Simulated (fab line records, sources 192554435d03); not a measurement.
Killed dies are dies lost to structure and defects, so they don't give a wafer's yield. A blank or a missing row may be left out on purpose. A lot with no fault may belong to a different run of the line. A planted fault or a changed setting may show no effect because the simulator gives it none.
Which tool is to blame? :: flow n5_finfet :: Sampling: 24 lots, 72 wafers, 6 of 1938 route steps

WHAT THE GAUGES READ, wafer by wafer
N5_BEOL_M13_THK_MEAS_01. Usual: for M13_ILD_THK the level is 841 nm and the standard deviation is 12.
lot: L074
measured: day 12 14:33
on: film_metro-01
M13_ILD_THK (nm): 845 855 869
flag: 

lot: L075
measured: day 13 16:58
on: film_metro-02
M13_ILD_THK (nm): 821 831 839
flag: 

lot: L077
measured: day 13 17:01
on: film_metro-01
M13_ILD_THK (nm): 821 833 839
flag: 

lot: L076
measured: day 13 23:11
on: film_metro-01
M13_ILD_THK (nm): 843 846 867
flag: 

lot: L078
measured: day 13 23:31
on: film_metro-01
M13_ILD_THK (nm): 846 856 867
flag: 

lot: L079
measured: day 13 23:44
on: film_metro-02
M13_ILD_THK (nm): 839 863 859
flag: 

lot: L081
measured: day 14 07:32
on: film_metro-02
M13_ILD_THK (nm): 826 823 828
flag: 

lot: L082
measured: day 14 15:58
on: film_metro-02
M13_ILD_THK (nm): 827 812 846
flag: 

lot: L080
measured: day 14 16:07
on: film_metro-02
M13_ILD_THK (nm): 835 844 849
flag: 

lot: L084
measured: day 14 19:10
on: film_metro-01
M13_ILD_THK (nm): 839 831 845
flag: 

lot: L083
measured: day 14 21:27
on: film_metro-02
M13_ILD_THK (nm): 821 834 833
flag: 

lot: L085
measured: day 15 16:02
on: film_metro-02
M13_ILD_THK (nm): 846 843 855
flag: 

lot: L086
measured: day 15 23:41
on: film_metro-01
M13_ILD_THK (nm): 844 843 852
flag: 

lot: L088
measured: day 16 02:35
on: film_metro-02
M13_ILD_THK (nm): 833 859 851
flag: 

lot: L087
measured: day 16 05:23
on: film_metro-02
M13_ILD_THK (nm): 844 828 846
flag: 

lot: L089
measured: day 16 21:26
on: film_metro-02
M13_ILD_THK (nm): 834 835 839
flag: 

lot: L090
measured: day 17 14:00
on: film_metro-02
M13_ILD_THK (nm): 829 850 852
flag: 

lot: L093
measured: day 17 14:23
on: film_metro-01
M13_ILD_THK (nm): 840 847 840
flag: 

lot: L092
measured: day 17 14:38
on: film_metro-02
M13_ILD_THK (nm): 826 822 846
flag: 

lot: L091
measured: day 17 19:52
on: film_metro-02
M13_ILD_THK (nm): 848 851 852
flag: 

lot: L096
measured: day 18 17:03
on: film_metro-02
M13_ILD_THK (nm): 842 850 844
flag: 

lot: L095
measured: day 18 21:00
on: film_metro-01
M13_ILD_THK (nm): 821 827 844
flag: 

lot: L097
measured: day 19 06:16
on: film_metro-02
M13_ILD_THK (nm): 842 837 848
flag: 

lot: L094
measured: day 19 13:16
on: film_metro-01
M13_ILD_THK (nm): 834 852 845
flag: 

N5_BEOL_M13_CD_MEAS_10 targets a cd of 190 nm. Usual: cd_nm reads 190.6 nm (standard deviation 1.1).
lot: L074
measured: day 12 14:51
on: cd_sem-03
cd_nm (nm): 189.9 189.6 189.7
flag: 

lot: L075
measured: day 13 17:23
on: cd_sem-03
cd_nm (nm): 190.8 190.7 191.2
flag: 

lot: L077
measured: day 13 17:33
on: cd_sem-03
cd_nm (nm): 190.9 191.0 190.6
flag: 

lot: L076
measured: day 13 23:30
on: cd_sem-02
cd_nm (nm): 189.2 188.9 190.6
flag: 

lot: L078
measured: day 13 23:56
on: cd_sem-03
cd_nm (nm): 190.5 190.7 190.1
flag: 

lot: L079
measured: day 14 00:10
on: cd_sem-01
cd_nm (nm): 190.0 189.8 189.2
flag: 

lot: L081
measured: day 14 07:50
on: cd_sem-03
cd_nm (nm): 190.9 191.1 189.1
flag: 

lot: L082
measured: day 14 16:16
on: cd_sem-02
cd_nm (nm): 189.8 190.6 190.1
flag: 

lot: L080
measured: day 14 16:33
on: cd_sem-02
cd_nm (nm): 189.9 190.2 190.5
flag: 

lot: L084
measured: day 14 19:35
on: cd_sem-01
cd_nm (nm): 190.3 190.2 190.7
flag: 

lot: L083
measured: day 14 21:53
on: cd_sem-02
cd_nm (nm): 188.8 189.8 189.1
flag: 

lot: L085
measured: day 15 16:28
on: cd_sem-03
cd_nm (nm): 191.6 193.1 192.5
flag: 

lot: L086
measured: day 16 00:07
on: cd_sem-03
cd_nm (nm): 189.8 190.2 189.6
flag: 

lot: L088
measured: day 16 02:53
on: cd_sem-02
cd_nm (nm): 189.9 190.3 189.2
flag: 

lot: L087
measured: day 16 05:49
on: cd_sem-02
cd_nm (nm): 190.9 190.6 189.3
flag: 

lot: L089
measured: day 16 21:44
on: cd_sem-02
cd_nm (nm): 190.4 191.2 191.0
flag: 

lot: L090
measured: day 17 14:18
on: cd_sem-02
cd_nm (nm): 188.5 190.2 190.6
flag: 

lot: L093
measured: day 17 14:41
on: cd_sem-03
cd_nm (nm): 192.0 193.1 191.7
flag: 

lot: L092
measured: day 17 15:04
on: cd_sem-03
cd_nm (nm): 191.4 190.6 191.5
flag: 

lot: L091
measured: day 17 20:17
on: cd_sem-02
cd_nm (nm): 191.7 191.1 191.4
flag: 

lot: L096
measured: day 18 17:21
on: cd_sem-02
cd_nm (nm): 192.5 193.4 192.6
flag: 

lot: L095
measured: day 18 21:19
on: cd_sem-03
cd_nm (nm): 192.2 191.5 190.5
flag: 

lot: L097
measured: day 19 06:42
on: cd_sem-01
cd_nm (nm): 189.7 190.3 189.9
flag: 

lot: L094
measured: day 19 13:41
on: cd_sem-03
cd_nm (nm): 192.9 191.2 190.4
flag: 

N5_BEOL_M13_CD_MEAS_17 targets a cd of 190 nm. Usual: cd_nm reads 191.1 nm (standard deviation 1.3).
lot: L074
measured: day 12 15:41
on: cd_sem-01
cd_nm (nm): 189.5 189.7 190.5
flag: 

lot: L075
measured: day 13 18:01
on: cd_sem-03
cd_nm (nm): 192.1 192.5 192.9
flag: 

lot: L077
measured: day 13 18:10
on: cd_sem-02
cd_nm (nm): 192.2 191.6 191.1
flag: 

lot: L076
measured: day 14 00:14
on: cd_sem-02
cd_nm (nm): 189.2 189.2 192.2
flag: 

lot: L078
measured: day 14 00:49
on: cd_sem-02
cd_nm (nm): 191.4 191.4 190.5
flag: 

lot: L079
measured: day 14 01:05
on: cd_sem-03
cd_nm (nm): 189.1 191.0 188.6
flag: 

lot: L081
measured: day 14 08:31
on: cd_sem-02
cd_nm (nm): 192.1 192.1 189.6
flag: 

lot: L082
measured: day 14 17:00
on: cd_sem-03
cd_nm (nm): 191.2 191.1 190.7
flag: 

lot: L080
measured: day 14 17:21
on: cd_sem-03
cd_nm (nm): 188.9 189.7 189.0
flag: 

lot: L084
measured: day 14 22:22
on: cd_sem-03
cd_nm (nm): 190.7 189.1 190.2
flag: 

lot: L083
measured: day 15 00:19
on: cd_sem-02
cd_nm (nm): 190.1 190.6 189.4
flag: 

lot: L085
measured: day 15 18:35
on: cd_sem-02
cd_nm (nm): 191.2 192.1 192.3
flag: 

lot: L086
measured: day 16 00:44
on: cd_sem-03
cd_nm (nm): 190.8 190.7 190.6
flag: 

lot: L088
measured: day 16 03:31
on: cd_sem-02
cd_nm (nm): 190.1 190.7 189.5
flag: 

lot: L087
measured: day 16 06:26
on: cd_sem-03
cd_nm (nm): 191.0 190.7 189.4
flag: 

lot: L089
measured: day 16 22:23
on: cd_sem-03
cd_nm (nm): 189.1 191.6 190.2
flag: 

lot: L090
measured: day 17 14:55
on: cd_sem-02
cd_nm (nm): 189.1 191.2 191.2
flag: 

lot: L093
measured: day 17 15:18
on: cd_sem-02
cd_nm (nm): 192.3 191.8 191.9
flag: 

lot: L092
measured: day 17 15:41
on: cd_sem-01
cd_nm (nm): 191.6 191.8 191.1
flag: 

lot: L091
measured: day 17 20:55
on: cd_sem-02
cd_nm (nm): 191.7 191.5 192.3
flag: 

lot: L096
measured: day 18 18:04
on: cd_sem-01
cd_nm (nm): 193.3 193.6 192.4
flag: 

lot: L095
measured: day 18 21:57
on: cd_sem-02
cd_nm (nm): 194.4 191.7 191.8
flag: 

lot: L097
measured: day 19 07:41
on: cd_sem-03
cd_nm (nm): 192.5 191.6 192.1
flag: 

lot: L094
measured: day 19 14:19
on: cd_sem-03
cd_nm (nm): 193.6 192.9 191.8
flag: 

N5_BEOL_M13_RS_MEAS_54: measures by four-point-probe. Usual: for M13_RS the level is 0.0449 ohm/sq and the standard deviation is 0.00071.
lot: L074
measured: day 12 20:30
on: film_metro-02
M13_RS (ohm/sq): 0.0448 0.0461 0.0457
flag: 

lot: L075
measured: day 13 22:29
on: film_metro-01
M13_RS (ohm/sq): 0.0448 0.0451 0.0454
flag: 

lot: L077
measured: day 13 22:41
on: film_metro-01
M13_RS (ohm/sq): 0.0460 0.0461 0.0462
flag: 

lot: L076
measured: day 14 02:54
on: film_metro-02
M13_RS (ohm/sq): 0.0447 0.0444 0.0454
flag: 

lot: L078
measured: day 14 05:58
on: film_metro-02
M13_RS (ohm/sq): 0.0458 0.0455 0.0447
flag: 

lot: L079
measured: day 14 06:07
on: film_metro-01
M13_RS (ohm/sq): 0.0443 0.0440 0.0454
flag: 

lot: L081
measured: day 14 16:01
on: film_metro-02
M13_RS (ohm/sq): 0.0453 0.0449 0.0450
flag: 

lot: L082
measured: day 14 21:31
on: film_metro-02
M13_RS (ohm/sq): 0.0453 0.0444 0.0438
flag: 

lot: L080
measured: day 15 01:38
on: film_metro-01
M13_RS (ohm/sq): 0.0449 0.0445 0.0460
flag: 

lot: L084
measured: day 15 02:29
on: film_metro-01
M13_RS (ohm/sq): 0.0453 0.0439 0.0452
flag: 

lot: L083
measured: day 15 04:59
on: film_metro-01
M13_RS (ohm/sq): 0.0442 0.0457 0.0443
flag: 

lot: L085
measured: day 15 23:10
on: film_metro-02
M13_RS (ohm/sq): 0.0453 0.0444 0.0441
flag: 

lot: L086
measured: day 16 04:13
on: film_metro-02
M13_RS (ohm/sq): 0.0453 0.0447 0.0449
flag: 

lot: L088
measured: day 16 09:58
on: film_metro-02
M13_RS (ohm/sq): 0.0445 0.0439 0.0447
flag: 

lot: L087
measured: day 16 10:46
on: film_metro-02
M13_RS (ohm/sq): 0.0437 0.0438 0.0438
flag: 

lot: L089
measured: day 17 02:48
on: film_metro-01
M13_RS (ohm/sq): 0.0437 0.0436 0.0437
flag: 

lot: L090
measured: day 18 01:08
on: film_metro-02
M13_RS (ohm/sq): 0.0440 0.0444 0.0459
flag: 

lot: L093
measured: day 17 20:04
on: film_metro-01
M13_RS (ohm/sq): 0.0452 0.0442 0.0456
flag: 

lot: L092
measured: day 17 20:08
on: film_metro-01
M13_RS (ohm/sq): 0.0445 0.0457 0.0460
flag: 

lot: L091
measured: day 18 01:57
on: film_metro-02
M13_RS (ohm/sq): 0.0455 0.0451 0.0463
flag: 

lot: L096
measured: day 18 22:00
on: film_metro-02
M13_RS (ohm/sq): 0.0450 0.0441 0.0447
flag: 

lot: L095
measured: day 19 02:34
on: film_metro-01
M13_RS (ohm/sq): 0.0453 0.0456 0.0454
flag: 

lot: L097
measured: day 19 12:31
on: film_metro-01
M13_RS (ohm/sq): 0.0463 0.0462 0.0456
flag: 

lot: L094
measured: day 19 21:32
on: film_metro-02
M13_RS (ohm/sq): 0.0454 0.0442 0.0453
flag: 

WHAT TOOL EACH LOT RAN ON (gives the tool, then ch and the chambers of the sampled wafers, and finally the start)
lot: L074
N5_BEOL_M13_DESCUM_15: rie_diel-05 ch 0,1,3, day 12 15:08
N5_BEOL_M13_DEGAS_41: pvd_sputter-01, day 12 18:55

lot: L075
N5_BEOL_M13_DESCUM_15: rie_diel-02 ch 1,2,3, day 13 17:29
N5_BEOL_M13_DEGAS_41: pvd_sputter-03, day 13 21:14

lot: L077
N5_BEOL_M13_DESCUM_15: rie_diel-05 ch 0,1, day 13 17:38
N5_BEOL_M13_DEGAS_41: pvd_sputter-02, day 13 21:15

lot: L076
N5_BEOL_M13_DESCUM_15: rie_diel-05 ch 0,1,3, day 13 23:42
N5_BEOL_M13_DEGAS_41: pvd_sputter-02, day 14 01:39

lot: L078
N5_BEOL_M13_DESCUM_15: rie_diel-02 ch 0,1,2, day 14 00:17
N5_BEOL_M13_DEGAS_41: pvd_sputter-03, day 14 04:41

lot: L079
N5_BEOL_M13_DESCUM_15: rie_diel-03 ch 0,2, day 14 00:34
N5_BEOL_M13_DEGAS_41: pvd_sputter-01, day 14 04:47

lot: L081
N5_BEOL_M13_DESCUM_15: rie_diel-05 ch 0,2, day 14 07:59
N5_BEOL_M13_DEGAS_41: pvd_sputter-02, day 14 14:41

lot: L082
N5_BEOL_M13_DESCUM_15: rie_diel-05 ch 1,2, day 14 16:28
N5_BEOL_M13_DEGAS_41: pvd_sputter-03, day 14 20:07

lot: L080
N5_BEOL_M13_DESCUM_15: rie_diel-05 ch 1,3, day 14 16:49
N5_BEOL_M13_DEGAS_41: pvd_sputter-02, day 15 00:23

lot: L084
N5_BEOL_M13_DESCUM_15: rie_diel-05 ch 1,3, day 14 21:50
N5_BEOL_M13_DEGAS_41: pvd_sputter-02, day 15 01:11

lot: L083
N5_BEOL_M13_DESCUM_15: rie_diel-02 ch 1,2, day 14 23:44
N5_BEOL_M13_DEGAS_41: pvd_sputter-03, day 15 03:44

lot: L085
N5_BEOL_M13_DESCUM_15: rie_diel-05 ch 1,3, day 15 18:02
N5_BEOL_M13_DEGAS_41: pvd_sputter-01, day 15 21:51

lot: L086
N5_BEOL_M13_DESCUM_15: rie_diel-03 ch 1,3, day 16 00:12
N5_BEOL_M13_DEGAS_41: pvd_sputter-03, day 16 02:49

lot: L088
N5_BEOL_M13_DESCUM_15: rie_diel-03 ch 1,3, day 16 02:59
N5_BEOL_M13_DEGAS_41: pvd_sputter-02, day 16 08:32

lot: L087
N5_BEOL_M13_DESCUM_15: rie_diel-05 ch 1,2,3, day 16 05:53
N5_BEOL_M13_DEGAS_41: pvd_sputter-03, day 16 09:31

lot: L089
N5_BEOL_M13_DESCUM_15: rie_diel-03 ch 0,3, day 16 21:52
N5_BEOL_M13_DEGAS_41: pvd_sputter-02, day 17 01:33

lot: L090
N5_BEOL_M13_DESCUM_15: rie_diel-02 ch 0,1,2, day 17 14:23
N5_BEOL_M13_DEGAS_41: pvd_sputter-02, day 17 21:17

lot: L093
N5_BEOL_M13_DESCUM_15: rie_diel-02 ch 0,1, day 17 14:46
N5_BEOL_M13_DEGAS_41: pvd_sputter-01, day 17 18:48

lot: L092
N5_BEOL_M13_DESCUM_15: rie_diel-02 ch 0,1,3, day 17 15:09
N5_BEOL_M13_DEGAS_41: pvd_sputter-02, day 17 18:53

lot: L091
N5_BEOL_M13_DESCUM_15: rie_diel-05 ch 0,2, day 17 20:23
N5_BEOL_M13_DEGAS_41: pvd_sputter-01, day 17 22:31

lot: L096
N5_BEOL_M13_DESCUM_15: rie_diel-05 ch 0,1,3, day 18 17:26
N5_BEOL_M13_DEGAS_41: pvd_sputter-02, day 18 20:43

lot: L095
N5_BEOL_M13_DESCUM_15: rie_diel-02 ch 0,2, day 18 21:25
N5_BEOL_M13_DEGAS_41: pvd_sputter-03, day 19 01:20

lot: L097
N5_BEOL_M13_DESCUM_15: rie_diel-02 ch 0,1,2, day 19 07:10
N5_BEOL_M13_DEGAS_41: pvd_sputter-01, day 19 11:05

lot: L094
N5_BEOL_M13_DESCUM_15: rie_diel-02 ch 0,2, day 19 13:47
N5_BEOL_M13_DEGAS_41: pvd_sputter-02, day 19 20:12
- N5_BEOL_M13_DESCUM_15: chemistry O2, time 7.9 s.
- N5_BEOL_M13_DEGAS_41: time 60 s.

AS READ BY THE TOOLS THEMSELVES (means over the sampled wafers that have a number; for cases with no such wafer, the mark the record gives instead)
N5_BEOL_M13_DESCUM_15. Usual: drypump_motor_current_A 5.8 A, standard deviation 0.45; o2_flow_sccm 225.1 sccm, standard deviation 0.69; oes_product_au 0.78 a.u., standard deviation 0.085; rf_vpp_V 242.8 V, standard deviation 1.3; showerhead_plenum_p_Torr 2.07 Torr, standard deviation 0.061; throttle_valve_pct 20.51 %, standard deviation 0.21.
lot: L074
tool: rie_diel-05
drypump_motor_current_A (A): 5.8
o2_flow_sccm (sccm): 225.2
oes_product_au (a.u.): 0.77
rf_vpp_V (V): 243.4
showerhead_plenum_p_Torr (Torr): 2.09
throttle_valve_pct (%): 20.44
flag: 

lot: L075
tool: rie_diel-02
drypump_motor_current_A (A): 5.9
o2_flow_sccm (sccm): 225.5
oes_product_au (a.u.): 0.76
rf_vpp_V (V): 240.9
showerhead_plenum_p_Torr (Torr): 2.01
throttle_valve_pct (%): 20.56
flag: 

lot: L077
tool: rie_diel-05
drypump_motor_current_A (A): 5.7
o2_flow_sccm (sccm): 225.6
oes_product_au (a.u.): 0.73
rf_vpp_V (V): 242.4
showerhead_plenum_p_Torr (Torr): 2.09
throttle_valve_pct (%): 20.31
flag: 

lot: L076
tool: rie_diel-05
drypump_motor_current_A (A): 5.8
o2_flow_sccm (sccm): 224.6
oes_product_au (a.u.): 0.75
rf_vpp_V (V): 243.2
showerhead_plenum_p_Torr (Torr): 2.09
throttle_valve_pct (%): 20.44
flag: 

lot: L078
tool: rie_diel-02
drypump_motor_current_A (A): 5.5
o2_flow_sccm (sccm): 224.7
oes_product_au (a.u.): 0.82
rf_vpp_V (V): 242.1
showerhead_plenum_p_Torr (Torr): 2.06
throttle_valve_pct (%): 20.56
flag: 

lot: L079
tool: rie_diel-03
drypump_motor_current_A (A): 5.8
o2_flow_sccm (sccm): 225.9
oes_product_au (a.u.): 0.71
rf_vpp_V (V): 242.5
showerhead_plenum_p_Torr (Torr): 2.04
throttle_valve_pct (%): 20.54
flag: 

lot: L081
tool: rie_diel-05
drypump_motor_current_A (A): 5.9
o2_flow_sccm (sccm): 225.0
oes_product_au (a.u.): 0.74
rf_vpp_V (V): 242.1
showerhead_plenum_p_Torr (Torr): 2.06
throttle_valve_pct (%): 20.38
flag: 

lot: L082
tool: rie_diel-05
drypump_motor_current_A (A): 5.9
o2_flow_sccm (sccm): 224.3
oes_product_au (a.u.): 0.86
rf_vpp_V (V): 243.3
showerhead_plenum_p_Torr (Torr): 2.07
throttle_valve_pct (%): 20.36
flag: 

lot: L080
tool: rie_diel-05
drypump_motor_current_A (A): 5.7
o2_flow_sccm (sccm): 225.3
oes_product_au (a.u.): 0.81
rf_vpp_V (V): 243.2
showerhead_plenum_p_Torr (Torr): 2.10
throttle_valve_pct (%): 20.43
flag: 

lot: L084
tool: rie_diel-05
drypump_motor_current_A (A): 6.0
o2_flow_sccm (sccm): 224.6
oes_product_au (a.u.): 0.77
rf_vpp_V (V): 243.0
showerhead_plenum_p_Torr (Torr): 2.09
throttle_valve_pct (%): 20.58
flag: 

lot: L083
tool: rie_diel-02
drypump_motor_current_A (A): 5.8
o2_flow_sccm (sccm): 224.4
oes_product_au (a.u.): 0.75
rf_vpp_V (V): 242.1
showerhead_plenum_p_Torr (Torr): 2.00
throttle_valve_pct (%): 20.69
flag: 

lot: L085
tool: rie_diel-05
drypump_motor_current_A (A): 6.0
o2_flow_sccm (sccm): 225.0
oes_product_au (a.u.): 0.75
rf_vpp_V (V): 242.7
showerhead_plenum_p_Torr (Torr): 2.09
throttle_valve_pct (%): 20.60
flag: 

lot: L086
tool: rie_diel-03
drypump_motor_current_A (A): 5.7
o2_flow_sccm (sccm): 224.5
oes_product_au (a.u.): 0.70
rf_vpp_V (V): 242.7
showerhead_plenum_p_Torr (Torr): 2.09
throttle_valve_pct (%): 20.74
flag: 

lot: L088
tool: rie_diel-03
drypump_motor_current_A (A): 5.6
o2_flow_sccm (sccm): 225.5
oes_product_au (a.u.): 0.69
rf_vpp_V (V): 243.6
showerhead_plenum_p_Torr (Torr): 2.13
throttle_valve_pct (%): 20.70
flag: 

lot: L087
tool: rie_diel-05
drypump_motor_current_A (A): 6.0
o2_flow_sccm (sccm): 225.0
oes_product_au (a.u.): 0.80
rf_vpp_V (V): 242.7
showerhead_plenum_p_Torr (Torr): 2.07
throttle_valve_pct (%): 20.50
flag: 

lot: L089
tool: rie_diel-03
drypump_motor_current_A (A): 5.6
o2_flow_sccm (sccm): 225.1
oes_product_au (a.u.): 0.70
rf_vpp_V (V): 244.8
showerhead_plenum_p_Torr (Torr): 2.16
throttle_valve_pct (%): 20.61
flag: 

lot: L090
tool: rie_diel-02
drypump_motor_current_A (A): 5.5
o2_flow_sccm (sccm): 225.7
oes_product_au (a.u.): 0.78
rf_vpp_V (V): 242.0
showerhead_plenum_p_Torr (Torr): 2.05
throttle_valve_pct (%): 20.60
flag: 

lot: L093
tool: rie_diel-02
drypump_motor_current_A (A): 5.1
o2_flow_sccm (sccm): 225.1
oes_product_au (a.u.): 0.81
rf_vpp_V (V): 242.4
showerhead_plenum_p_Torr (Torr): 2.08
throttle_valve_pct (%): 20.58
flag: 

lot: L092
tool: rie_diel-02
drypump_motor_current_A (A): 5.4
o2_flow_sccm (sccm): 225.3
oes_product_au (a.u.): 0.75
rf_vpp_V (V): 242.1
showerhead_plenum_p_Torr (Torr): 2.03
throttle_valve_pct (%): 20.60
flag: 

lot: L091
tool: rie_diel-05
drypump_motor_current_A (A): 5.9
o2_flow_sccm (sccm): 225.2
oes_product_au (a.u.): 0.90
rf_vpp_V (V): 242.8
showerhead_plenum_p_Torr (Torr): 2.05
throttle_valve_pct (%): 20.19
flag: 

lot: L096
tool: rie_diel-05
drypump_motor_current_A (A): 5.8
o2_flow_sccm (sccm): 225.5
oes_product_au (a.u.): 0.81
rf_vpp_V (V): 243.2
showerhead_plenum_p_Torr (Torr): 2.08
throttle_valve_pct (%): 20.40
flag: 

lot: L095
tool: rie_diel-02
drypump_motor_current_A (A): 5.2
o2_flow_sccm (sccm): 225.7
oes_product_au (a.u.): 0.83
rf_vpp_V (V): 242.9
showerhead_plenum_p_Torr (Torr): 2.09
throttle_valve_pct (%): 20.53
flag: 

lot: L097
tool: rie_diel-02
drypump_motor_current_A (A): 5.5
o2_flow_sccm (sccm): 226.0
oes_product_au (a.u.): 0.78
rf_vpp_V (V): 242.7
showerhead_plenum_p_Torr (Torr): 2.04
throttle_valve_pct (%): 20.64
flag: 

lot: L094
tool: rie_diel-02
drypump_motor_current_A (A): 5.7
o2_flow_sccm (sccm): 224.4
oes_product_au (a.u.): 0.79
rf_vpp_V (V): 241.8
showerhead_plenum_p_Torr (Torr): 2.05
throttle_valve_pct (%): 20.56
flag: 

N5_BEOL_M13_DEGAS_41. Usual: heater_power_w 345 W, standard deviation 34; susceptor_temp_C 249.99 C, standard deviation 0.18.
lot: L074
tool: pvd_sputter-01
heater_power_w (W): 352
susceptor_temp_C (C): 250.10
flag: 

lot: L075
tool: pvd_sputter-03
heater_power_w (W): 312
susceptor_temp_C (C): 250.11
flag: 

lot: L077
tool: pvd_sputter-02
heater_power_w (W): 369
susceptor_temp_C (C): 249.91
flag: 

lot: L076
tool: pvd_sputter-02
heater_power_w (W): 355
susceptor_temp_C (C): 249.97
flag: 

lot: L078
tool: pvd_sputter-03
heater_power_w (W): 309
susceptor_temp_C (C): 250.10
flag: 

lot: L079
tool: pvd_sputter-01
heater_power_w (W): 342
susceptor_temp_C (C): 249.89
flag: 

lot: L081
tool: pvd_sputter-02
heater_power_w (W): 358
susceptor_temp_C (C): 249.89
flag: 

lot: L082
tool: pvd_sputter-03
heater_power_w (W): 305
susceptor_temp_C (C): 250.04
flag: 

lot: L080
tool: pvd_sputter-02
heater_power_w (W): 344
susceptor_temp_C (C): 250.01
flag: 

lot: L084
tool: pvd_sputter-02
heater_power_w (W): 366
susceptor_temp_C (C): 249.87
flag: 

lot: L083
tool: pvd_sputter-03
heater_power_w (W): 306
susceptor_temp_C (C): 249.98
flag: 

lot: L085
tool: pvd_sputter-01
heater_power_w (W): 351
susceptor_temp_C (C): 249.81
flag: 

lot: L086
tool: pvd_sputter-03
heater_power_w (W): 314
susceptor_temp_C (C): 249.86
flag: 

lot: L088
tool: pvd_sputter-02
heater_power_w (W): 364
susceptor_temp_C (C): 250.03
flag: 

lot: L087
tool: pvd_sputter-03
heater_power_w (W): 300
susceptor_temp_C (C): 250.12
flag: 

lot: L089
tool: pvd_sputter-02
heater_power_w (W): 367
susceptor_temp_C (C): 249.78
flag: 

lot: L090
tool: pvd_sputter-02
heater_power_w (W): 334
susceptor_temp_C (C): 249.92
flag: 

lot: L093
tool: pvd_sputter-01
heater_power_w (W): 373
susceptor_temp_C (C): 249.89
flag: 

lot: L092
tool: pvd_sputter-02
heater_power_w (W): 365
susceptor_temp_C (C): 250.03
flag: 

lot: L091
tool: pvd_sputter-01
heater_power_w (W): 373
susceptor_temp_C (C): 249.93
flag: 

lot: L096
tool: pvd_sputter-02
heater_power_w (W): 360
susceptor_temp_C (C): 250.07
flag: 

lot: L095
tool: pvd_sputter-03
heater_power_w (W): 309
susceptor_temp_C (C): 249.97
flag: 

lot: L097
tool: pvd_sputter-01
heater_power_w (W): 352
susceptor_temp_C (C): 250.01
flag: 

lot: L094
tool: pvd_sputter-02
heater_power_w (W): 358
susceptor_temp_C (C): 249.98
flag: 

THE ANSWER, worked out from the rows above alone
Rule: a lot counts as off when the mean over its wafers that have a number is more than 3 standard deviations away from the usual mean. Also off: a lot with no number at a reading for which 4 or more lots have one. Any other lot the step has rows for is counted as sound. First the gauges in route order, then the tools' own readings, where a lot's mean is used as printed above. The first step at which some lot is off is used, and at that step the reading that is off furthest; a lot without a number counts as furthest.
No lot is off at any reading shown: from this, nothing can be told.

WHAT HAD BEEN PUT IN BY THE SIMULATOR
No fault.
